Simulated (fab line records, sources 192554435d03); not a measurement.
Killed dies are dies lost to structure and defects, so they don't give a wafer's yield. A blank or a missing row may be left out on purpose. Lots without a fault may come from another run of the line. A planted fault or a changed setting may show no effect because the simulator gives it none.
fab line records | flow n5_finfet
record lots=6 wafers=18 last_day=19
route steps=1938 shown BEOL_M5@1118 PASSIVATION@1936
lots that met no fault: from a run of the same line without faults
start_h: hours from the record's first day to the start of the lot's first wafer shown | wait_h: hours since the lot's step before | " the same as in the row above | L1.1+2: a row that stands for several wafers | - no value, or no start given | * or withheld: withheld | < > ~ a bound
route shown NAME@n: a module of which the file shows steps, and the number in the route of the first | usual: mean/standard deviation of fault-free wafers | same: alike in all rows | chamber/n: place in a boat | sites: the reading at each site | _std_site: their standard deviation | _edge_site: outer sites' mean less inner sites' | radius_mm: how far each site lies from the wafer's centre | mask NAME#n: copy n | behind: the tool/chamber that last shaped the wafer | hold: why the lot was held/for how many hours/how that ended | device: the transistor (n, p or np) that didn't switch | end of line: the same wafers' tests at the end of the route | a step without rows: its recipe alone | killed: dies lost to structure and defects at the first sort, not the wafer's yield | map: a wafer's dies, x killed, . not, _ none there
set.NAME: the setting as run; set.NAME@STEP: as run at that earlier step | model.NAME: the simulator's own value behind a step, which no gauge read
lots at some steps of the route; a table a step, a row a wafer
services: from which hour (start_h, from the record's first day; less than 0 if before it) a tool's chamber was out of use, for how many hours, and why
## steps
# step N5_BEOL_M5_COAT_60
# recipe resist=SiARC temp_c=220 time_s=60 spin_rpm=1500 resist_thk_nm=12
# step N5_BEOL_M5_COAT_71
# recipe resist=underlayer temp_c=205 time_s=60 spin_rpm=1500 resist_thk_nm=5
# step N5_BEOL_M5_COAT_05
# recipe resist=CAR-EUV spin_rpm=1500 resist_thk_nm=30
# step N5_BEOL_M5_EBR_07
# recipe solvent=PGMEA ebr_width_mm=1.5
# step N5_BEOL_M5_SOFTBAKE_06
# recipe temp_c=110 time_s=60 resist=CAR-EUV
# step N5_BEOL_M5_EXPOSE_08
# recipe mask_id=M5 na=0.33 source_shape=annular sigma_inner=0.4 sigma_outer=0.8 polarization=unpolarized target_cd_nm=28 dose_mj=35.75
# step N5_BEOL_M5_PEB_09
# recipe peb_temp_c=100 peb_time_s=60 resist=CAR-EUV
# step N5_BEOL_M5_DEVELOP_10
# recipe develop_time_s=30 developer=TMAH resist=CAR-EUV rinse_liquid=surfactant_rinse dry=air_spin dev_temp_c=23
# step N5_BEOL_M5_CD_MEAS_11
# recipe target_cd_nm=27.74 landing_energy_ev=500 detector=se_inlens
# usual cd_nm=27.97/0.23
# columns lot.wafer tool chamber start_h wait_h cd_nm
L102.2 cd_sem-02 0 212.53 - 28.18
L102.4 " 0 " " 27.55
L102.5 " 0 " " 27.73
L110.3 cd_sem-02 0 259.27 - 28.23
L110.4 " 0 " " 27.81
L110.6 " 0 " " 27.80
L117.2 cd_sem-02 0 295.61 - 27.91
L117.3 " 0 " " 27.84
L117.5 " 0 " " 28.10
L122.2 cd_sem-02 0 324.94 - 27.96
L122.5 " 0 " " 27.66
L122.6 " 0 " " 28.16
L123.2 cd_sem-02 0 327.12 - 27.70
L123.5 " 0 " " 27.66
L123.6 " 0 " " 28.36
L124.2 cd_sem-01 0 347.17 - 28.12
L124.4 " 0 " " 28.48
L124.5 " 0 " " 27.98
# step N5_BEOL_M5_OVL_MEAS_12
# recipe points_per_wafer=522
# usual M5_OVL=0.1/0.56
# columns lot.wafer tool chamber start_h wait_h M5_OVL[nm]
L102.2 overlay-02 0 212.57 0.0 0.5
L102.4 " 0 " " 0.4
L102.5 " 0 " " 0.9
L110.3 overlay-01 0 259.31 0.0 -0.3
L110.4 " 0 " " -0.6
L110.6 " 0 " " -0.4
L117.2 overlay-02 0 295.65 0.0 0.2
L117.3 " 0 " " -0.4
L117.5 " 0 " " 0.2
L122.2 overlay-02 0 324.98 0.0 0.2
L122.5 " 0 " " 1.1
L122.6 " 0 " " -0.1
L123.2 overlay-02 0 327.16 0.0 -0.3
L123.5 " 0 " " -0.4
L123.6 " 0 " " 1.0
L124.2 overlay-02 0 347.21 0.0 -0.8
L124.4 " 0 " " -0.4
L124.5 " 0 " " -0.8
# step N5_BEOL_M5_INSPECT_13
# recipe mode=adi inspect_instrument=brightfield
# usual raw_defect_count=414/99
# columns lot.wafer tool chamber start_h wait_h raw_defect_count
L102.2 defect_inspect-01 - 212.62 0.0 269
L102.4 " - " " 297
L102.5 " - " " 359
L110.3 defect_inspect-02 - 259.36 0.0 289
L110.4 " - " " 491
L110.6 " - " " 513
L117.2 defect_inspect-01 - 295.70 0.0 474
L117.3 " - " " 643
L117.5 " - " " 388
L122.2 defect_inspect-02 - 325.03 0.0 396
L122.5 " - " " 354
L122.6 " - " " 485
L123.2 defect_inspect-02 - 327.21 0.0 373
L123.5 " - " " 321
L123.6 " - " " 326
L124.2 defect_inspect-01 - 347.26 0.0 413
L124.4 " - " " 383
L124.5 " - " " 417
# step N5_BEOL_M5_DESCUM_16
# recipe chemistry=O2 time_s=7 source_power_w=50 bias_power_w=20 pressure_mtorr=20 rf_frequency_hz=2.712e+07 temp_c=40 resist=CAR-EUV o2_flow_sccm=225
# usual drypump_motor_current_A=5.9/0.57 oes_product_au=0.77/0.069 rf_fwd_power_W=49.40/0.26 rf_vpp_V=242.9/1.3 showerhead_plenum_p_Torr=2.08/0.063 throttle_valve_pct=20.47/0.2
# columns lot.wafer tool chamber start_h wait_h drypump_motor_current_A oes_product_au rf_fwd_power_W rf_hours_counter_h rf_vpp_V showerhead_plenum_p_Torr throttle_valve_pct
L102.2 rie_diel-02 1 212.65 0.0 6.4 0.72 49.24 171 244.9 2.17 20.07
L102.4 " 0 " " 5.4 0.86 49.61 63 242.3 2.12 20.25
L102.5 " 1 " " 6.4 0.73 49.13 - 246.9 2.17 20.06
L110.3 rie_diel-04 1 259.40 0.0 5.2 0.84 49.51 61 243.5 2.12 20.53
L110.4 " 0 " " 6.0 0.87 49.11 56 241.3 2.04 20.28
L110.6 " 1 " " 5.1 0.83 49.51 - 243.3 2.12 20.52
L117.2 rie_diel-04 0 295.73 0.0 6.0 0.87 49.13 65 241.4 2.04 20.30
L117.3 " 3 " " 5.6 0.76 49.77 159 242.5 2.01 20.61
L117.5 " 0 " " 6.0 0.87 49.27 - 243.4 2.04 20.31
L122.2 rie_diel-04 0 325.28 0.2 6.0 0.85 49.44 76 242.7 2.03 20.33
L122.5 " 0 " " 5.9 0.85 49.16 - 241.0 2.03 20.32
L122.6 " 3 " " 5.6 0.75 49.80 - 241.1 2.01 20.60
L123.2 rie_diel-06 3 327.25 0.0 4.9 0.70 49.06 197 242.3 2.07 20.51
L123.5 " 1 " " 6.0 0.67 49.26 - 245.6 2.15 20.81
L123.6 " 0 " " 6.5 0.85 49.50 - 244.1 2.13 20.34
L124.2 rie_diel-02 3 347.29 0.0 6.8 0.76 49.38 143 240.3 2.01 20.88
L124.4 " 2 " " 6.5 0.76 49.45 121 243.2 2.02 20.40
L124.5 " 2 " " 6.6 0.76 49.29 - 241.9 2.02 20.42
# step N5_BEOL_M5_ETCH_72
# recipe chemistry=N2/H2 target=underlayer target_depth_a=65 mask_material=CAR-EUV time_s=5.2 ion_energy_ev=200 pressure_mtorr=30 source_w=840 bias_w=150 n2_flow_sccm=200 h2_flow_sccm=200 ends=cleared
# usual bias_w=150.0/0.45 drypump_motor_current_A=5.9/0.58 etch_rf_on_time_s=5.23/0.16 oes_product_au=0.66/0.061 rf_fwd_power_W=819.3/2.6 rf_vpp_V=523.3/2.5 showerhead_plenum_p_Torr=2.52/0.081 throttle_valve_pct=17.93/0.22
# columns lot.wafer tool chamber start_h wait_h bias_w drypump_motor_current_A etch_rf_on_time_s oes_product_au rf_fwd_power_W rf_hours_counter_h rf_vpp_V showerhead_plenum_p_Torr throttle_valve_pct
L102.2 rie_diel-02 1 212.69 0.0 150.0 6.4 5.12 0.64 817.7 171 528.3 2.66 17.71
L102.4 " 0 " " 149.9 5.4 5.32 0.73 817.0 63 524.7 2.58 17.70
L102.5 " 1 " " 149.8 6.4 5.10 0.63 818.5 - 526.4 2.66 17.67
L110.3 rie_diel-04 1 259.43 0.0 150.5 5.1 4.98 0.74 819.9 61 525.0 2.57 17.87
L110.4 " 0 " " 150.5 6.0 5.12 0.76 821.0 56 522.3 2.47 17.71
L110.6 " 1 " " 149.3 5.2 5.09 0.72 821.9 - 524.9 2.57 17.89
L117.2 rie_diel-04 0 295.77 0.0 149.5 6.0 5.26 0.73 820.7 65 522.4 2.47 17.73
L117.3 " 3 " " 135.0 5.6 5.53 0.62 820.2 159 486.4 2.42 17.98
L117.5 " 0 " " 149.8 6.0 5.19 0.74 821.6 - 521.5 2.47 17.76
L122.2 rie_diel-04 0 325.31 0.0 150.3 6.0 5.12 0.74 821.1 76 522.1 2.46 17.76
L122.5 " 0 " " 149.9 6.0 5.17 0.74 818.8 - 522.8 2.46 17.74
L122.6 " 3 " " 134.6 5.6 5.39 0.63 816.1 - 486.8 2.42 18.01
L123.2 rie_diel-06 3 327.28 0.0 149.7 5.0 5.48 0.60 817.8 197 522.9 2.53 17.99
L123.5 " 1 " " 150.1 6.0 5.38 0.58 817.8 - 527.0 2.62 18.32
L123.6 " 0 " " 149.3 6.5 5.09 0.71 816.0 - 524.5 2.58 17.82
L124.2 rie_diel-02 3 347.33 0.0 150.4 6.8 5.17 0.66 821.1 143 522.9 2.46 18.48
L124.4 " 2 " " 150.2 6.5 5.46 0.64 820.7 121 521.2 2.45 17.77
L124.5 " 2 " " 150.3 6.5 5.53 0.63 821.3 - 520.4 2.45 17.76
# step N5_BEOL_M5_ETCH_61
# recipe chemistry=CF4 target=SiARC target_depth_a=156 mask_material=CAR-EUV time_s=26 ion_energy_ev=80 pressure_mtorr=40 source_w=545 bias_w=36 Ar_flow_sccm=100 cf4_flow_sccm=100 ends=cleared
# usual bias_w=36.00/0.098 cf4_flow_sccm=100.0/0.3 drypump_motor_current_A=5.9/0.57 etch_rf_on_time_s=26.1/0.84 oes_product_au=0.66/0.06 rf_fwd_power_W=532.9/2.4 rf_vpp_V=183.8/1.1 showerhead_plenum_p_Torr=2.12/0.059 throttle_valve_pct=15.66/0.21
# columns lot.wafer tool chamber start_h wait_h bias_w cf4_flow_sccm drypump_motor_current_A etch_rf_on_time_s oes_product_au rf_fwd_power_W rf_hours_counter_h rf_vpp_V showerhead_plenum_p_Torr throttle_valve_pct
L102.2 rie_diel-02 1 212.70 0.0 35.85 100.1 6.4 25.2 0.64 530.9 171 186.6 2.21 15.36
L102.4 " 0 " " 36.12 100.2 5.4 26.3 0.73 537.5 63 184.4 2.15 15.33
L102.5 " 1 " " 35.87 100.2 6.4 25.3 0.64 531.9 - 184.2 2.21 15.36
L110.3 rie_diel-04 1 259.45 0.0 36.02 100.4 5.1 25.2 0.73 533.2 61 183.3 2.15 15.59
L110.4 " 0 " " 35.89 99.8 6.0 25.8 0.75 532.6 56 182.7 2.11 15.58
L110.6 " 1 " " 36.03 100.3 5.1 25.2 0.72 533.3 - 184.9 2.15 15.59
L117.2 rie_diel-04 0 295.78 0.0 36.21 100.0 6.0 25.8 0.74 531.5 65 182.1 2.10 15.58
L117.3 " 3 " " 35.96 100.1 5.6 25.7 0.65 538.4 159 183.9 2.06 15.81
L117.5 " 0 " " 36.04 100.1 6.0 26.0 0.74 533.2 - 183.6 2.10 15.57
L122.2 rie_diel-04 0 325.33 0.0 36.06 100.1 5.9 25.9 0.73 531.6 76 183.2 2.10 15.59
L122.5 " 0 " " 36.13 99.9 6.0 25.8 0.74 531.6 - 182.9 2.10 15.60
L122.6 " 3 " " 36.13 99.8 5.6 26.0 0.65 538.2 - 183.1 2.06 15.81
L123.2 rie_diel-06 3 327.30 0.0 36.06 99.2 4.9 27.2 0.60 533.7 197 184.0 2.13 15.79
L123.5 " 1 " " 36.05 100.3 6.0 26.5 0.58 531.8 - 183.8 2.20 16.00
L123.6 " 0 " " 36.05 100.4 6.5 25.2 0.73 531.0 - 185.2 2.17 15.45
L124.2 rie_diel-02 3 347.34 0.0 35.96 100.2 6.8 25.7 0.66 531.7 143 181.8 2.06 16.00
L124.4 " 2 " " 35.89 99.7 6.5 27.3 0.64 533.6 121 183.8 2.07 15.50
L124.5 " 2 " " 35.88 99.8 6.5 27.3 0.64 530.6 - 182.2 2.07 15.51
# step N5_PASSIVATION_PROBE_49
# usual defect_limited_yield=91.0/1.4 killed_at_M0_to_M3=33/11 killed_at_M4_up=14/5 killed_at_contacts=11/7.3 killed_at_front_end=43/12 killed_at_other=4/3.1 killed_dies=106/17 killed_on_rim=14/3.8 killed_open=69/13 killed_short=34/8.7 sort_bin_5_function=5.2/0.96 sort_bin_6_memory=3.3/0.66 sort_bin_8_speed=0.00/0.012 sort_n_pass=1074/17 sort_yield_pct=91.0/1.4
# same gross_dies=1180 killed_at_back_side=0 sort_bin_4_leakage[%]=0
# columns lot.wafer tool chamber start_h wait_h defect_limited_yield[%] killed_at_M0_to_M3 killed_at_M4_up killed_at_contacts killed_at_front_end killed_at_other killed_dies killed_on_rim killed_open killed_short sort_bin_5_function[%] sort_bin_6_memory[%] sort_bin_8_speed[%] sort_n_pass sort_yield_pct[%]
L102.2 prober-02 - 318.27 0.1 93.6 24 12 13 23 4 76 10 46 30 3.7 2.3 0 1104 93.6
L102.4 prober-02 - 318.37 0.2 91.9 36 17 3 39 0 95 13 67 22 4.8 2.5 0 1085 91.9
L102.5 prober-02 - 318.42 0.2 93.4 18 15 7 34 4 78 11 54 22 4.1 2.3 0 1102 93.4
L110.3 prober-01 - 366.06 0.1 91.9 34 9 15 31 7 96 8 70 26 4.8 3.0 0 1084 91.9
L110.4 prober-01 - 366.11 0.2 92.2 27 14 7 43 1 92 15 61 31 5.3 2.2 0 1088 92.2
L110.6 prober-01 - 366.21 0.3 91.9 31 19 13 31 2 96 13 66 30 5.0 2.8 0 1084 91.9
L117.2 prober-01 - 403.94 0.1 92.2 32 9 10 40 1 92 13 60 29 4.2 3.2 0 1088 92.2
L117.3 prober-01 - 403.99 0.1 93.1 27 9 14 26 5 81 14 52 22 3.6 2.9 0.08 1098 93.1
L117.5 prober-01 - 404.09 0.2 93.3 20 14 1 39 5 79 12 47 25 3.1 2.8 0.08 1100 93.2
L122.2 prober-02 - 430.34 0.1 89.5 46 26 5 42 5 124 18 79 45 5.8 4.2 0 1056 89.5
L122.5 prober-02 - 430.49 0.2 91.3 31 19 9 39 5 103 14 64 37 5.3 3.1 0 1077 91.3
L122.6 prober-02 - 430.54 0.3 92.0 35 10 4 44 1 94 15 60 34 4.7 3.1 0 1086 92.0
L123.2 prober-02 - 438.54 0.1 92.5 30 9 4 37 8 88 11 65 22 3.5 3.5 0 1092 92.5
L123.5 prober-02 - 438.69 0.2 90.8 31 5 13 55 5 109 15 68 41 5.9 2.9 0 1071 90.8
L123.6 prober-02 - 438.74 0.3 91.5 15 12 12 51 10 100 11 63 37 4.9 3.3 0 1080 91.5
L124.2 prober-01 - 450.84 0.1 90.3 19 25 20 50 0 114 17 80 33 6.4 3.2 0 1066 90.3
L124.4 prober-01 - 450.94 0.2 89.4 37 13 27 44 4 125 13 77 43 6.1 4.0 0 1055 89.4
L124.5 prober-01 - 450.99 0.2 92.3 17 17 15 38 4 91 11 63 22 3.9 2.9 0 1089 92.3
# killed by level:class
L102.2 MOL_CONTACT_COAG:geometric_particle:open=7 MOL_CONTACT_COAG:geometric_particle:short=6 BEOL_M1:geometric_particle:open=5 FIN_SAQP:geometric_particle:short=4 DUMMY_GATE:geometric_particle:open=4 GATE_CUT:geometric_particle:open=4 BEOL_M0_SAQP:geometric_particle:open=4 BEOL_M0_SAQP:geometric_particle:short=4
L102.4 DUMMY_GATE:geometric_particle:open=10 BEOL_M4:geometric_particle:open=10 BEOL_M2:geometric_particle:open=8 BEOL_M0_SAQP:geometric_particle:open=8 STARTING-WAFER:geometric_particle:open=6 BEOL_M2:geometric_particle:short=5 BEOL_M3:geometric_particle:open=5 STI_FIN_REVEAL:geometric_particle:open=4
L102.5 DUMMY_GATE:geometric_particle:open=9 MOL_CONTACT_COAG:geometric_particle:open=6 BEOL_M1:geometric_particle:open=5 STI_FIN_REVEAL:geometric_particle:open=4 GATE_CUT:geometric_particle:open=4 BEOL_M5:geometric_particle:open=4 FIN_SAQP:geometric_particle:short=3 GATE_CUT:geometric_particle:short=3
L110.3 MOL_CONTACT_COAG:geometric_particle:open=10 BEOL_M1:geometric_particle:open=10 STI_FIN_REVEAL:geometric_particle:open=8 FIN_SAQP:geometric_particle:open=6 MOL_CONTACT_COAG:geometric_particle:short=5 BEOL_M2:geometric_particle:open=5 BEOL_M3:geometric_particle:open=5 BEOL_M4:geometric_particle:open=5
L110.4 STI_FIN_REVEAL:geometric_particle:open=15 GATE_CUT:geometric_particle:short=11 MOL_CONTACT_COAG:geometric_particle:open=7 BEOL_M3:geometric_particle:open=7 STI_FIN_REVEAL:geometric_particle:short=6 BEOL_M4:geometric_particle:open=6 BEOL_M0:geometric_particle:short=5 BEOL_M2:geometric_particle:open=5
L110.6 MOL_CONTACT_COAG:geometric_particle:open=11 STI_FIN_REVEAL:geometric_particle:open=9 FIN_SAQP:geometric_particle:open=6 BEOL_M0_SAQP:geometric_particle:open=6 BEOL_M4:geometric_particle:open=6 BEOL_M0_SAQP:geometric_particle:short=5 BEOL_M1:geometric_particle:open=5 BEOL_M2:geometric_particle:open=5
L117.2 STI_FIN_REVEAL:geometric_particle:open=11 MOL_CONTACT_COAG:geometric_particle:open=9 BEOL_M0_SAQP:geometric_particle:open=9 BEOL_M0_SAQP:geometric_particle:short=6 BEOL_M2:geometric_particle:open=5 STARTING-WAFER:geometric_particle:short=5 STI_FIN_REVEAL:geometric_particle:short=4 BEOL_M3:geometric_particle:open=4
L117.3 MOL_CONTACT_COAG:geometric_particle:open=8 BEOL_M1:geometric_particle:open=8 BEOL_M3:geometric_particle:open=7 MOL_CONTACT_COAG:geometric_particle:short=4 BEOL_M0_SAQP:geometric_particle:open=4 BEOL_M2:geometric_particle:open=4 STI_FIN_REVEAL:geometric_particle:open=3 BEOL_M4:geometric_particle:open=3
L117.5 STI_FIN_REVEAL:geometric_particle:open=7 BEOL_M0_SAQP:geometric_particle:open=7 DUMMY_GATE:geometric_particle:open=6 HKMG_FIN:area_etch=6 BEOL_M4:geometric_particle:open=5 GATE_CUT:geometric_particle:short=4 BEOL_M3:geometric_particle:short=4 BEOL_M5:geometric_particle:open=4
L122.2 BEOL_M4:geometric_particle:open=17 BEOL_M2:geometric_particle:open=12 FIN_SAQP:geometric_particle:short=10 BEOL_M0_SAQP:geometric_particle:open=9 FIN_SAQP:geometric_particle:open=8 STI_FIN_REVEAL:geometric_particle:open=6 BEOL_M4:geometric_particle:short=6 BEOL_M0_SAQP:geometric_particle:short=6
L122.5 FIN_SAQP:geometric_particle:short=8 MOL_CONTACT_COAG:geometric_particle:open=8 BEOL_M0_SAQP:geometric_particle:short=8 BEOL_M0_SAQP:geometric_particle:open=7 FIN_SAQP:geometric_particle:open=5 GATE_CUT:geometric_particle:short=5 GATE_CUT:geometric_particle:open=5 BEOL_M2:geometric_particle:open=5
L122.6 FIN_SAQP:geometric_particle:short=17 BEOL_M0_SAQP:geometric_particle:open=9 FIN_SAQP:geometric_particle:open=7 BEOL_M2:geometric_particle:open=7 STI_FIN_REVEAL:geometric_particle:open=6 DUMMY_GATE:geometric_particle:open=6 BEOL_M5:geometric_particle:open=5 BEOL_M4:geometric_particle:open=4
L123.2 STI_FIN_REVEAL:geometric_particle:open=12 BEOL_M0_SAQP:geometric_particle:open=10 PASS1_CAP:geometric_particle:short=8 BEOL_M3:geometric_particle:open=7 FIN_SAQP:geometric_particle:short=5 DUMMY_GATE:geometric_particle:open=5 FIN_SAQP:geometric_particle:open=4 MOL_CONTACT_COAG:geometric_particle:open=4
L123.5 FIN_SAQP:geometric_particle:open=16 BEOL_M0_SAQP:geometric_particle:short=11 FIN_SAQP:geometric_particle:short=10 STI_FIN_REVEAL:geometric_particle:open=9 MOL_CONTACT_COAG:geometric_particle:open=9 ILD0:geometric_particle:short=7 BEOL_M3:geometric_particle:open=6 BEOL_M0_SAQP:geometric_particle:open=5
L123.6 FIN_SAQP:geometric_particle:short=11 MOL_CONTACT_COAG:geometric_particle:open=10 FIN_SAQP:geometric_particle:open=8 GATE_CUT:geometric_particle:open=8 STI_FIN_REVEAL:geometric_particle:open=6 PASS1_CAP:geometric_particle:open=6 DUMMY_GATE:geometric_particle:open=5 BEOL_M4:geometric_particle:short=5
L124.2 MOL_CONTACT_COAG:geometric_particle:open=15 BEOL_M4:geometric_particle:open=11 FIN_SAQP:geometric_particle:open=8 FIN_SAQP:geometric_particle:short=7 BEOL_M5:geometric_particle:open=7 BEOL_M3:geometric_particle:open=6 STARTING-WAFER:geometric_particle:short=6 STI_FIN_REVEAL:geometric_particle:open=5
L124.4 MOL_CONTACT_COAG:geometric_particle:open=17 BEOL_M2:geometric_particle:open=12 MOL_CONTACT_COAG:geometric_particle:short=10 FIN_SAQP:geometric_particle:open=7 ILD0:geometric_particle:open=6 BEOL_M0_SAQP:geometric_particle:open=5 BEOL_M0_SAQP:geometric_particle:short=5 BEOL_M3:geometric_particle:open=5
L124.5 MOL_CONTACT_COAG:geometric_particle:open=13 STI_FIN_REVEAL:geometric_particle:open=9 HKMG_FIN:area_etch=6 GATE_CUT:geometric_particle:short=5 BEOL_M0_SAQP:geometric_particle:open=4 FIN_SAQP:geometric_particle:open=4 BEOL_M1:geometric_particle:open=4 BEOL_M2:geometric_particle:open=4
## services
# columns tool chamber start_h hours kind
rie_diel-06 1 198.28 9.6 repair
rie_diel-04 - 216.50 0.6 repair
rie_diel-02 1 227.08 8.1 repair
rie_diel-04 1 232.09 5.6 repair
rie_diel-06 3 296.14 2.1 repair
rie_diel-02 2 333.65 4.7 repair
## key
first_sign step=N5_BEOL_M5_ETCH_72 reading=bias_w direction=down sigmas=34 usual=* struck=*
effect step=N5_BEOL_M5_ETCH_72 reading=rf_vpp_V direction=down sigmas=15 usual=523.3 struck=486.6
met_at N5_BEOL_M5_ETCH_72
struck_wafers L117.3,L122.6
fault kind=process_parameter_drift tool=rie_diel-04 chamber=3 onset_h=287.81 steps=N5_BEOL_M5_ETCH_72 channel=bias_w offset=* shape=step end_h=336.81 acts_in=* stated=*
